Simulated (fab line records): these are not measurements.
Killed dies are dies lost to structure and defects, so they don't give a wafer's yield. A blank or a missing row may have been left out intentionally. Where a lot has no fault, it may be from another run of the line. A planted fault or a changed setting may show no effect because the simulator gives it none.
The tool behind it: which one? + flow nand harc + 6 lots, 18 wafers sampled, at 2 steps of a route of 1302

WHAT EACH GAUGE READ, for each wafer
NHARC_P_ZERO_WELL_CD_MEAS_11 targets a cd of 500 nm.
| lot  | measured     | on        | cd nm (nm)        |
|------|--------------|-----------|-------------------|
| L499 | day 2 17:15  | cd sem-02 | 496.7 498.0 498.0 |
| L501 | day 3 13:07  | cd sem-03 | 501.1 498.3 499.6 |
| L503 | day 4 09:14  | cd sem-02 | 496.7 500.5 498.7 |
| L505 | day 5 05:07  | cd sem-01 | 504.1 500.4 501.0 |
| L510 | day 7 07:14  | cd sem-03 | 496.7 501.1 500.4 |
| L518 | day 10 15:07 | cd sem-02 | 502.5 500.2 500.7 |

EACH LOT AND THE TOOL THAT RAN IT (in order: tool; ch and the chambers of the sampled wafers; start)
| lot  | NHARC_P_ZERO_WELL_SOFTBAKE_06     |
|------|-----------------------------------|
| L499 | litho track-05 ch 0, day 2 16:00  |
| L501 | litho track-05 ch 0, day 3 12:00  |
| L503 | litho track-03 ch 0, day 4 08:00  |
| L505 | litho track-02 ch 0, day 5 04:00  |
| L510 | litho track-05 ch 0, day 7 06:00  |
| L518 | litho track-03 ch 0, day 10 14:00 |
- NHARC_P_ZERO_WELL_SOFTBAKE_06: time 70 s.

THE ANSWER, worked out from the rows above alone
Rule: what is usual is taken from the lots themselves. The widest of any qualifying gaps counts: lots, ordered by their means at a reading, are off when they make up no more than a third of the lots, leave a main group of 4 or more, and stand apart from it by 3 or more times the standard deviation of that group's means. The tables above print the reading to a certain number of digits; a main group whose means all agree to those digits is not used. Also off: a lot with no number at a reading for which 4 or more lots have one. All remaining lots with rows at the step are treated as sound.
Across all readings shown, no lot is off: no conclusion can be drawn from this.

WHAT THE SIMULATOR PUT IN
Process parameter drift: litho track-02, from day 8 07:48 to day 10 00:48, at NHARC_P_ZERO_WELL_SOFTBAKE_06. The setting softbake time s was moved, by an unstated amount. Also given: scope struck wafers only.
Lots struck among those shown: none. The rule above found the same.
